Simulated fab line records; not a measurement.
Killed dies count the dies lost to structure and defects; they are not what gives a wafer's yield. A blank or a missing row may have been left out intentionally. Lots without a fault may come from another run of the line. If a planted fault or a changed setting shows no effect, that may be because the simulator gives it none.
Chamber matching + flow nandHarc + NHARC_A_STAIRCASE_DESCUM_219 on rieDiel-13 has 4 sister chambers
The step chemistry O2, time 3 s. 4 wafers are shown with their chamber, then 12 later ones without.

WAFERS, EACH WITH ITS CHAMBER
| wafer  | chamber | showerheadPlenumPTorr (Torr) |
|--------|---------|------------------------------|
| L084.3 | 2       | 2.07                         |
| L091.2 | 1       | 1.98                         |
| L091.4 | 3       | 1.80                         |
| L091.5 | 0       | 1.81                         |

WAFERS WITH NO CHAMBER GIVEN
| wafer  | showerheadPlenumPTorr (Torr) |
|--------|------------------------------|
| L090.1 | 1.81                         |
| L090.2 | 2.06                         |
| L090.3 | 1.98                         |
| L092.2 | 1.98                         |
| L092.4 | 1.80                         |
| L092.5 | 2.06                         |
| L094.1 | 2.05                         |
| L094.2 | 1.80                         |
| L094.4 | 1.98                         |
| L094.3 | 1.79                         |
| L094.5 | 2.05                         |
| L094.6 | 1.98                         |

WHICH CHAMBER EACH WENT THROUGH
| wafer  | from the rows above     | in truth |
|--------|-------------------------|----------|
| L090.1 | can't be placed: 0 or 3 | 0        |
| L090.2 | 2                       | 2        |
| L090.3 | 1                       | 1        |
| L092.2 | 1                       | 1        |
| L092.4 | can't be placed: 3 or 0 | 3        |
| L092.5 | 2                       | 2        |
| L094.1 | 2                       | 2        |
| L094.2 | can't be placed: 3 or 0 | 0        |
| L094.4 | 1                       | 1        |
| L094.3 | can't be placed: 3 or 0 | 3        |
| L094.5 | 2                       | 2        |
| L094.6 | 1                       | 1        |
Correctly placed: 8 of 12. Not placeable from these rows: 4 (in 4, the candidates include the true chamber). Number placed wrongly: 0.
How it was worked out, from the rows above alone: a wafer's distance from a chamber is the root of the sum, over the readings, of the square of ((its reading less the chamber's mean) divided by the reading's scatter). The wafer belongs to the nearest chamber; if the next one is less than 2 further off, it can't be placed. Each chamber's mean is taken over the wafers shown for it. The scatter: root of mean squared gap, hidden wafer to nearest shown wafer, with one shown wafer a chamber.
